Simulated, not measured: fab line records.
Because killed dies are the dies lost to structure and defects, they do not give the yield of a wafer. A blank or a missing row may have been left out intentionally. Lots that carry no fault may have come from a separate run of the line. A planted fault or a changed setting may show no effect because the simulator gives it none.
fab line records -- flow nand_harc
record: lots: 5, wafers: 15, last_day: 28
route steps=1159 shown P_GATE@155 END@1159
lots untouched by any fault: they come from a run of this same line in which no faults occurred
start_h: the number of hours between the record's first day and the start of the first shown wafer of the lot -- wait_h: how many hours have passed since the lot's step before this one -- " identical to the entry in the row above -- L1.1+2: one row covering several wafers at once -- - either no value or no given start -- * or withheld: withheld -- < > ~ a bound
route shown NAME@n: a module of which the file shows steps, and the number in the route of the first -- usual: mean and standard deviation over wafers with no fault -- same: alike in all rows -- chamber/n: place in a boat -- sites: the reading at each site -- _std_site: the values' standard deviation -- _edge_site: outer sites' mean less inner sites' -- radius_mm: how far each site lies from the wafer's centre -- mask NAME#n: copy n -- behind: tool/chamber where the wafer was last shaped -- hold: why the lot went on hold/how many hours it stayed there/how the hold came to an end -- device: whichever transistor did not switch (one of n, p or np) -- end of line: tests run on the same wafers once the route is complete -- a step without rows: its recipe alone -- killed: at the first sort, the dies lost to defects and structure; wafer yield is something else -- map: the dies of a wafer, with x for killed, . for not killed, _ for no die there
set.NAME: the run value of the setting; set.NAME@STEP: its run value at that earlier step -- model.NAME: the simulator's own value behind a step, which no gauge read
certain route steps with their lots: each step a table, each wafer a row
services: the hour from which a tool's chamber was out of use, counted from the record's first day as start_h (under 0 if before that day), plus the number of hours and why
== steps ==
step: NHARC_P_GATE_ALD_36
recipe: target_thk_a: 200, pulse_time_s: 60, ald_cycles: 223, temp_c: 400, material: SiNx
usual: heater_power_w: 872/100, precursor_pulse_height_rel: 0.999/0.02, susceptor_temp_C: 400.01/0.22
lot.wafer,tool,chamber,start_h,wait_h,heater_power_w,precursor_pulse_height_rel,susceptor_temp_C
L105.4,ald_sin-03,1,155.68,-,792,0.997,399.86
L105.3,ald_sin-03,2,156.73,-,805,0.972,400.00
L105.2,ald_sin-03,3,157.78,-,1103,1.016,400.23
L119.3,ald_sin-04,0,184.05,-,899,1.007,-
L119.6,ald_sin-04,1,185.09,-,815,1.012,-
L119.5,ald_sin-04,2,186.13,-,766,0.985,-
L121.4,ald_sin-03,1,184.99,-,784,1.024,400.06
L121.3,ald_sin-03,3,187.13,-,1131,1.042,400.29
L121.5,ald_sin-03,1,189.26,-,810,1.015,400.13
L124.4,ald_sin-04,0,204.58,-,910,1.000,400.10
L124.3,ald_sin-04,1,205.65,-,766,0.986,399.91
L124.5,ald_sin-04,0,208.85,-,916,1.011,400.04
L128.3,ald_sin-04,3,223.31,-,942,0.993,399.92
L128.4,ald_sin-04,0,224.36,-,901,0.986,399.80
L128.5,ald_sin-04,2,226.47,-,734,1.002,399.94
step: NHARC_P_GATE_ETCHBACK_37
recipe: target_depth_a: 345, time_s: 17.2, chf3_flow_sccm: 50, o2_flow_sccm: 10, ar_flow_sccm: 200, rf_w: 500, bias_w: 200, chemistry: CHF3/O2
usual: drypump_motor_current_A: 5.8/0.62, oes_product_au: 0.96/0.039, rf_vpp_V: 371.6/2.1, showerhead_plenum_p_Torr: 2.45/0.097, throttle_valve_pct: 20.572/0.009
lot.wafer,tool,chamber,start_h,wait_h,drypump_motor_current_A,oes_product_au,rf_hours_counter_h,rf_vpp_V,showerhead_plenum_p_Torr,throttle_valve_pct
L105.3,rie_diel-04,3,-,-,5.1,1.00,10,375.1,2.59,20.569
L105.4,rie_diel-04,1,-,-,5.4,1.00,10,370.6,2.46,20.576
L105.2,rie_diel-04,2,-,-,6.4,1.01,12,371.7,2.45,20.580
L119.3,rie_diel-05,3,-,-,5.5,0.99,4,369.0,2.32,20.566
L119.5,rie_diel-05,3,-,-,5.5,0.99,-,369.2,2.32,20.566
L119.6,rie_diel-05,0,-,-,5.2,0.99,-,372.2,2.43,20.572
L121.3,rie_diel-06,0,-,-,6.7,1.00,26,372.3,2.46,20.566
L121.4,rie_diel-06,1,-,-,5.0,0.98,27,375.4,2.56,20.558
L121.5,rie_diel-06,3,-,-,5.9,0.99,-,373.4,2.52,20.572
L124.4,rie_diel-04,3,-,-,5.1,0.93,24,374.0,2.59,20.564
L124.3,rie_diel-04,0,-,-,6.4,0.93,22,368.5,2.33,20.569
L124.5,rie_diel-04,0,-,-,6.4,0.94,-,369.8,2.33,20.592
L128.3,rie_diel-05,3,-,-,5.5,0.92,13,369.6,2.32,20.575
L128.4,rie_diel-05,0,-,-,5.3,0.92,12,369.5,2.42,20.558
L128.5,rie_diel-05,2,-,-,6.4,0.92,-,371.8,2.51,20.578
step: NHARC_P_GATE_STRIP_101
recipe: time_s: 20, o2_flow_sccm: 500, ar_flow_sccm: 0, bias_w: 0, chemistry: O2
usual: drypump_motor_current_A: 5.8/0.6, oes_product_au: 0.998/0.0098, rf_vpp_V: 57.9/0.91, showerhead_plenum_p_Torr: 3.58/0.14, throttle_valve_pct: 17.036/0.0089
lot.wafer,tool,chamber,start_h,wait_h,drypump_motor_current_A,oes_product_au,rf_hours_counter_h,rf_vpp_V,showerhead_plenum_p_Torr,throttle_valve_pct
L105.4,rie_diel-04,3,165.52,0.3,5.1,0.983,10,58.1,3.80,17.025
L105.3,rie_diel-04,0,165.52,0.3,6.4,0.989,9,58.2,3.43,17.039
L105.2,rie_diel-04,2,165.52,0.3,6.4,1.002,12,58.5,3.60,17.038
L119.3,rie_diel-05,3,190.44,0.1,5.5,0.999,4,57.0,3.41,17.025
L119.5,rie_diel-05,1,190.44,0.1,6.1,0.999,-,56.6,3.49,17.036
L119.6,rie_diel-05,2,190.44,0.1,6.4,1.003,-,59.4,3.69,17.031
L121.4,rie_diel-06,3,194.67,0.1,5.9,0.988,25,59.4,3.69,17.040
L121.3,rie_diel-06,0,194.67,0.1,6.7,1.004,26,57.2,3.61,17.039
L121.5,rie_diel-06,3,194.67,0.1,5.9,0.990,-,58.3,3.69,17.037
L124.4,rie_diel-04,1,213.19,0.1,5.4,1.005,23,57.9,3.61,17.045
L124.3,rie_diel-04,0,213.19,0.1,6.4,1.007,22,57.5,3.42,17.028
L124.5,rie_diel-04,1,213.19,0.1,5.4,0.995,-,58.7,3.61,17.030
L128.4,rie_diel-05,1,231.85,0.1,6.1,0.994,13,56.5,3.48,17.021
L128.3,rie_diel-05,2,231.85,0.1,6.5,0.988,12,57.7,3.68,17.035
L128.5,rie_diel-05,0,231.85,0.1,5.3,0.998,-,57.9,3.56,17.028
step: NHARC_P_GATE_PRECLEAN_97
recipe: time_s: 600, temp_c: 120, chemistry: SPM
step: NHARC_P_GATE_SRD_98
step: NHARC_P_GATE_PRECLEAN_99
recipe: time_s: *, temp_c: 50, bath_age_min: 0, chemistry: SC1
step: NHARC_P_GATE_SRD_100
step: NHARC_P_GATE_DEHYDRATE_38
recipe: temp_c: 150, time_s: 120
step: NHARC_P_GATE_HMDS_39
recipe: time_s: 30
step: NHARC_P_GATE_COAT_40
recipe: spin_rpm: 3000
step: NHARC_P_GATE_SOFTBAKE_41
recipe: temp_c: 122, time_s: 95
step: NHARC_P_GATE_EBR_42
step: NHARC_P_GATE_EXPOSE_43
recipe: na: 0.6, target_cd_nm: 720, dose_mj: 14.81, mask_id: P_NSD
lot.wafer,tool,chamber,start_h,wait_h,mask
L105.2+3+4,krf_scanner-04,0,166.30,-,P_NSD#0
L119.3+5+6,krf_scanner-01,0,191.23,-,P_PSD#0
L121.3+4+5,krf_scanner-01,0,195.45,-,P_NSD#0
L124.3+4+5,krf_scanner-04,0,213.97,-,P_NSD#0
L128.3+4+5,krf_scanner-01,0,232.51,-,P_NSD#0
step: NHARC_P_GATE_PEB_44
recipe: peb_temp_c: 118, peb_time_s: 85
step: NHARC_P_GATE_DEVELOP_45
recipe: time_s: 70
step: NHARC_P_GATE_CD_MEAS_46
recipe: target_cd_nm: 720, landing_energy_ev: 500
usual: cd_nm: 720.0/2.1
lot.wafer,tool,chamber,start_h,wait_h,cd_nm
L105.2,cd_sem-02,0,166.45,-,719.8
L105.3,cd_sem-02,0,166.45,-,717.8
L105.4,cd_sem-02,0,166.45,-,720.8
L119.3,cd_sem-02,0,191.38,-,-
L119.5,cd_sem-02,0,191.38,-,-
L119.6,cd_sem-02,0,191.38,-,-
L121.3,cd_sem-01,0,195.61,-,719.4
L121.4,cd_sem-01,0,195.61,-,719.6
L121.5,cd_sem-01,0,195.61,-,718.2
L124.3,cd_sem-01,0,214.12,-,719.4
L124.4,cd_sem-01,0,214.12,-,722.2
L124.5,cd_sem-01,0,214.12,-,720.1
L128.3,cd_sem-02,0,232.66,-,719.8
L128.4,cd_sem-02,0,232.66,-,718.1
L128.5,cd_sem-02,0,232.66,-,718.4
step: NHARC_P_GATE_HARDBAKE_47
recipe: temp_c: 125, time_s: 80
step: NHARC_END_SORT_01
recipe: temp_c: 25
usual: killed_at_array: 29/11, killed_at_other: 0.5/0.85, killed_at_periphery: 3.0/2.3, killed_dies: 33/12, killed_open: 3.3/1.9, killed_short: 2.0/1.5
same: gross_dies: 677
lot.wafer,tool,chamber,start_h,wait_h,killed_at_array,killed_at_other,killed_at_periphery,killed_dies,killed_open,killed_short
L119.3,prober-01,0,620.26,3.1,27,1,649,677,2,2
L119.5,prober-01,0,621.87,3.7,38,1,638,677,2,2
L119.6,prober-01,0,622.67,4.0,30,0,647,677,0,2
killed by level:class
L119.3 P_GATE:area_expose=645 A_SLIT:chamber_film_flake=12 A_CHANNEL_HOLE_D1:chamber_film_flake=8 A_M0:chamber_film_flake=3 P_STI:chamber_film_flake=2 P_CONTACT:geometric_particle:open=1 A_ONON_D1:geometric_particle:short=1 A_CONTACT:geometric_particle:open=1
L119.5 P_GATE:area_expose=637 A_SLIT:chamber_film_flake=14 A_CHANNEL_HOLE_D1:chamber_film_flake=11 A_M0:chamber_film_flake=4 A_ZERO_WELL:chamber_film_flake=2 A_STAIRCASE:chamber_film_flake=2 A_CHANNEL_HOLE_D1:geometric_particle:short=1 A_WL_FILL:geometric_particle:short=1
L119.6 P_GATE:area_expose=645 A_SLIT:chamber_film_flake=16 A_CHANNEL_HOLE_D1:chamber_film_flake=8 A_STAIRCASE:chamber_film_flake=2 A_WL_FILL:chamber_film_flake=2 A_CHANNEL_HOLE_D1:geometric_particle:short=1 A_WL_FILL:geometric_particle:short=1 P_STI:chamber_film_flake=1
map L119.3 (x killed, . not)
____________x____________
_________xxxxxxx_________
_______xxxxxxxxxxx_______
______xxxxxxxxxxxxx______
_____xxxxxxxxxxxxxxx_____
____xxxxxxxxxxxxxxxxx____
____xxxxxxxxxxxxxxxxx____
___xxxxxxxxxxxxxxxxxxx___
___xxxxxxxxxxxxxxxxxxx___
__xxxxxxxxxxxxxxxxxxxxx__
__xxxxxxxxxxxxxxxxxxxxx__
_xxxxxxxxxxxxxxxxxxxxxxx_
_xxxxxxxxxxxxxxxxxxxxxxx_
_xxxxxxxxxxxxxxxxxxxxxxx_
_xxxxxxxxxxxxxxxxxxxxxxx_
_xxxxxxxxxxxxxxxxxxxxxxx_
xxxxxxxxxxxxxxxxxxxxxxxxx
xxxxxxxxxxxxxxxxxxxxxxxxx
xxxxxxxxxxxxxxxxxxxxxxxxx
xxxxxxxxxxxxxxxxxxxxxxxxx
xxxxxxxxxxxxxxxxxxxxxxxxx
_xxxxxxxxxxxxxxxxxxxxxxx_
_xxxxxxxxxxxxxxxxxxxxxxx_
_xxxxxxxxxxxxxxxxxxxxxxx_
_xxxxxxxxxxxxxxxxxxxxxxx_
_xxxxxxxxxxxxxxxxxxxxxxx_
__xxxxxxxxxxxxxxxxxxxxx__
__xxxxxxxxxxxxxxxxxxxxx__
___xxxxxxxxxxxxxxxxxxx___
___xxxxxxxxxxxxxxxxxxx___
____xxxxxxxxxxxxxxxxx____
____xxxxxxxxxxxxxxxxx____
_____xxxxxxxxxxxxxxx_____
______xxxxxxxxxxxxx______
_______xxxxxxxxxxx_______
_________xxxxxxx_________
____________x____________
map L121.5 (x killed, . not)
____________.____________
_________......._________
_______.x........._______
______.............______
_____..............._____
____..x..............____
____.................____
___...................___
___...................___
__..x..x...............__
__...................x.__
_...x...x..............._
_.......x..............._
_...x..x................_
_...xxxx..x............._
_.....xxx..............._
....x.xxx................
..x....xxx....x..........
.......x.................
.....x...................
..................x.....x
_......................._
_......................._
_......................._
_.....x..........x......_
_.........x............._
__.....................__
__...x.........x.......__
___...................___
___...................___
____.x..........x....____
____.................____
_____..............._____
______.............______
_______........x.._______
_________......._________
____________.____________
== services ==
tool,chamber,start_h,hours,kind
ald_sin-03,0,132.06,13.6,repair
ald_sin-03,-,137.78,0.4,repair
rie_diel-05,0,142.79,-,clean
rie_diel-05,1,142.79,-,clean
rie_diel-05,2,142.79,-,clean
rie_diel-05,3,142.79,-,clean
rie_diel-05,2,147.01,-,consumable_replace:focus_ring
rie_diel-05,2,147.01,9.0,scheduled_down
rie_diel-05,2,147.01,9.0,vent_cycle
rie_diel-06,0,148.36,2.1,repair
rie_diel-05,-,163.60,9.0,pm
rie_diel-05,0,163.60,9.0,vent_cycle
rie_diel-05,1,163.60,9.0,vent_cycle
rie_diel-05,2,163.60,9.0,vent_cycle
rie_diel-05,3,163.60,9.0,vent_cycle
rie_diel-06,-,168.29,2.1,repair
rie_diel-04,0,169.71,-,clean
rie_diel-04,1,169.71,-,clean
rie_diel-04,2,169.71,-,clean
rie_diel-04,3,169.71,-,clean
rie_diel-05,0,172.60,-,clean
rie_diel-05,1,172.60,-,clean
rie_diel-05,0,209.18,6.5,repair
rie_diel-04,2,221.36,3.4,repair
== key ==
first_sign: step: NHARC_P_GATE_EXPOSE_43, reading: mask, direction: changed
effect: step: NHARC_P_GATE_CD_MEAS_46, reading: cd_nm, direction: missing
effect: step: NHARC_END_SORT_01, reading: killed_at_periphery, direction: up, sigmas: 99+, usual: 3.0, struck: 644.7
more_kills_born_at: NHARC_P_GATE_EXPOSE_43@krf_scanner-01: 1927
met_at NHARC_P_GATE_EXPOSE_43
struck_wafers L119.3,L119.5,L119.6
later_rows_left_out L119.3,L119.5,L119.6
tester_left_out L119
fault: kind: wrong_mask, tool: any, chamber: -, onset_h: 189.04, steps: NHARC_P_GATE_EXPOSE_43, aux_copy: P_PSD#0, scope: struck_lots_only
tester_left_out: of these lots the tester's yield and bins aren't shown, on N5 and GAA mostly nor the transistor test; their killed dies are dies lost to structure and defects alone, not to doping, threshold or leakage, so they don't give the yield
later_rows_left_out: the simulator's readings of these wafers behind a module that went badly wrong aren't trusted and aren't shown, but for the sort
